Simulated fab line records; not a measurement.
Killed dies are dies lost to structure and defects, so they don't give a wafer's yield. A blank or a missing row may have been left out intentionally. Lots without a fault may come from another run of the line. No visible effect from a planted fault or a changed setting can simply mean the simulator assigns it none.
Problem report in the 8D (eight disciplines) form, filled by code | flow n5Finfet | the parts of the form that need people (team, actions taken, sign-off) are left out

== 1. WHAT IS WRONG ==
Wafers without a fault read 34, standard deviation 9.1; killed_at_M0_to_M3 at N5_PASSIVATION_PROBE_49 reads a mean of 152 on 3 wafers belonging to 2 lots. Relative to the usual mean, that is a shift of +13 standard deviations.
Seen first at day 14 10:56 on prober-01, wafer L878.2. Wafers with a number at this step in the record: 14, from 5 lots. The rule behind "out" and "out of limits": a value lying over 4 standard deviations away from the usual mean. The rest of the wafers with a number are treated as sound.

== 2. WHAT IT IS, AND WHAT IT ISN'T ==
question                    | is                                                                                               | is not
which readings at this step | killed_at_M0_to_M3, defectLimitedYield, killedDies, sort_bin_5_function, sortNPass, sortYieldPct | killed_at_M4_up, killedAtContacts, killedAtFrontEnd, killedOpen, killedShort
which lots                  | L878, L882                                                                                       | L873, L887, L889
which wafers of those lots  | L878.2, L882.3, L882.6                                                                           | L878.1, L878.4, L882.5
read on which tools         | prober-01, prober-02                                                                             | -
when                        | from day 14 10:56                                                                                | up to then (4 sound wafers); but 7 sound wafers of L878, L882, L887, L889 came after

== 3. WHAT RULES OUT EACH SUSPECT ==
Counting: any tool at a process step up to the reading remains a suspect provided it ran every lot that is out. Sound lots after the first of them don't rule it out here, since some wafers of a struck lot are sound.
- rieDiel-04 at N5_BEOL_M2_ETCH_69 (etches SiARC in CF4, target depth 15.6 nm, time 26 s): kept. Every lot that is out went through it, the first being L878 (day 8 14:34); the last sound lot it ran before that was L873 (day 7 01:04).
- In rieDiel-04 at N5_BEOL_M2_ETCH_69, the wafers that are out were processed in chamber 0 and their sound lot-mates in chambers 1, 3.
The count leaves rieDiel-04 at N5_BEOL_M2_ETCH_69.

== 4. THE CAUSE (what the simulator had put in) ==
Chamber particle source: rieDiel-04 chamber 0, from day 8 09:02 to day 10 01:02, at N5_BEOL_M2_ETCH_69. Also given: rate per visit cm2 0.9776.
Only this tool survived the counting.

== 5. THE EFFECT CHAIN, in route order ==
Rows list readings where the struck wafers' mean (over those with a number) sits beyond 3 standard deviations from the usual. Scope: only readings with a usual standard deviation given in the record; hours: median across lots of the time from each lot's start at the first step in this table that gives one to its start at this step; sigmas: change in usual standard deviations.
hours | step                    | reading             | usual  | on struck wafers | change | sigmas
0     | N5_PASSIVATION_PROBE_49 | defectLimitedYield  | 91.0 % | 80.9             | -10.1  | -6.7
0     | N5_PASSIVATION_PROBE_49 | killed_at_M0_to_M3  | 34     | 152              | +118   | +13
0     | N5_PASSIVATION_PROBE_49 | killedDies          | 106    | 225              | +119   | +7.0
0     | N5_PASSIVATION_PROBE_49 | sort_bin_5_function | 5.2 %  | 12.0             | +6.8   | +7.2
0     | N5_PASSIVATION_PROBE_49 | sortNPass           | 1074   | 955              | -119   | -7.0
0     | N5_PASSIVATION_PROBE_49 | sortYieldPct        | 91.0 % | 80.9             | -10.1  | -6.7
Process steps it contains:
- N5_PASSIVATION_PROBE_49

== 6. WHAT WOULD HAVE CAUGHT IT SOONER ==
The fault began at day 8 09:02; the first out-of-limits reading in this record came at day 14 10:56, 146 hours later.
Of the tool readings at N5_BEOL_M2_ETCH_69 for which the record gives a usual standard deviation, none was out on any struck wafer, so an alarm limit of 4 standard deviations on them would not have fired.
All the lots that are out (2) had begun N5_BEOL_M2_ETCH_69 on rieDiel-04 by day 14 10:56. None of them would have been spared by holding the tool at that moment.
